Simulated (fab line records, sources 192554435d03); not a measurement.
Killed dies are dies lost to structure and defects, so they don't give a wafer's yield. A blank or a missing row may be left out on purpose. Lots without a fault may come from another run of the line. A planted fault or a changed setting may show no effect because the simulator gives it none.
Which tool did it? | flow n5_finfet | 11 lots, 33 wafers sampled, at 2 steps of a route of 1938

WHAT THE GAUGES READ, wafer by wafer
N5_BEOL_M8_OCD_MEAS_38. Usual: trench_depth_nm 93.2 nm, standard deviation 1.9.
lot  | measured     | on     | trench_depth_nm (nm) | flag
L985 | day 9 09:23  | ocd-02 | 91.8 91.2 93.5       |
L986 | day 9 11:53  | ocd-01 | 93.9 93.5 89.8       |
L988 | day 9 22:43  | ocd-02 | 91.4 90.5 94.2       |
L990 | day 10 06:45 | ocd-01 | 91.0 93.7 90.7       |
L991 | day 10 15:35 | ocd-01 | 93.8 94.2 92.2       |
L992 | day 11 01:12 | ocd-01 | 93.3 93.0 93.9       |
L100 | day 13 06:02 | ocd-02 | 95.5 98.4 96.0       |
L103 | day 14 02:19 | ocd-01 | 94.1 92.8 92.7       |
L106 | day 15 12:58 | ocd-01 | 96.0 94.2 91.4       |
L108 | day 16 06:56 | ocd-01 | 93.3 93.1 92.9       |
L107 | day 16 23:04 | ocd-02 | 92.3 95.3 96.0       |

WHICH TOOL RAN EACH LOT (tool, then ch and the chambers of the sampled wafers, then the start)
lot  | N5_BEOL_M8_TRENCH_ETCH_37
L985 | rie_diel-01 ch 1,3, day 9 09:23 or earlier
L986 | rie_diel-01 ch 0,1,2, day 9 11:53 or earlier
L988 | rie_diel-06 ch 0,1,3, day 9 22:43 or earlier
L990 | rie_diel-01 ch 0,2,3, day 10 06:45 or earlier
L991 | rie_diel-06 ch 0,2,3, day 10 15:35 or earlier
L992 | rie_diel-01 ch 0,1, day 11 01:12 or earlier
L100 | rie_diel-06 ch 1,2, day 13 06:02 or earlier
L103 | rie_diel-01 ch 0,1,2, day 14 02:19 or earlier
L106 | rie_diel-06 ch 1,2,3, day 15 12:58 or earlier
L108 | rie_diel-03 ch 0,1,2, day 16 06:56 or earlier
L107 | rie_diel-06 ch 1,2,3, day 16 23:04 or earlier
- N5_BEOL_M8_TRENCH_ETCH_37: etches SiCOH lowk in C4F6/O2, target depth 93.478 nm, time 31.2 s.

WHAT THE TOOLS THEMSELVES READ (means of the sampled wafers that have a number; where no wafer has one, the mark that the record gives instead)
N5_BEOL_M8_TRENCH_ETCH_37. Usual: drypump_motor_current_A 5.57 A, standard deviation 0.26; oes_o_777_au 0.79 a.u., standard deviation 0.071; oes_product_au 0.79 a.u., standard deviation 0.082; rf_vpp_V 664 V, standard deviation 13; showerhead_plenum_p_Torr 2.87 Torr, standard deviation 0.071; throttle_valve_pct 20.95 %, standard deviation 0.27.
lot  | tool        | drypump_motor_current_A (A) | oes_o_777_au (a.u.) | oes_product_au (a.u.) | rf_vpp_V (V) | showerhead_plenum_p_Torr (Torr) | throttle_valve_pct (%) | flag
L985 | rie_diel-01 | 5.50                        | 0.82                | 0.82                  | 666          | 2.84                            | 20.79                  |
L986 | rie_diel-01 | 5.63                        | 0.77                | 0.75                  | 670          | 2.95                            | 20.95                  |
L988 | rie_diel-06 | 5.56                        | 0.76                | 0.74                  | 644          | 2.87                            | 21.16                  |
L990 | rie_diel-01 | 5.62                        | 0.78                | 0.78                  | 669          | 2.90                            | 20.82                  |
L991 | rie_diel-06 | 5.52                        | 0.79                | 0.77                  | 653          | 2.86                            | 21.04                  |
L992 | rie_diel-01 | 5.68                        | 0.82                | 0.79                  | 666          | 2.96                            | 20.69                  |
L100 | rie_diel-06 | 5.56                        | 0.84                | 0.86                  | 666          | 2.87                            | 20.98                  |
L103 | rie_diel-01 | 5.65                        | 0.81                | 0.81                  | 669          | 2.93                            | 20.87                  |
L106 | rie_diel-06 | 5.41                        | 0.79                | 0.78                  | 652          | 2.90                            | 21.18                  |
L108 | rie_diel-03 | 5.77                        | 0.82                | 0.83                  | 674          | 2.84                            | 20.92                  |
L107 | rie_diel-06 | 5.42                        | 0.77                | 0.78                  | 652          | 2.89                            | 21.21                  |

THE ANSWER, worked out from the rows above alone
Rule: a lot is off if the mean of its wafers that have a number lies more than 3 standard deviations from the usual mean. A lot without any number at a reading at which 4 lots or more have one is off too. The other lots that the step has rows for count as sound. The gauges are gone through in route order, then the tools' own readings, and for those a lot's mean is taken as printed above. The first step at which some lot is off is used, and at that step the reading that is off furthest; a lot without a number counts as furthest.
No lot is off at any reading shown: from this, nothing can be told.

WHAT THE SIMULATOR HAD PUT IN
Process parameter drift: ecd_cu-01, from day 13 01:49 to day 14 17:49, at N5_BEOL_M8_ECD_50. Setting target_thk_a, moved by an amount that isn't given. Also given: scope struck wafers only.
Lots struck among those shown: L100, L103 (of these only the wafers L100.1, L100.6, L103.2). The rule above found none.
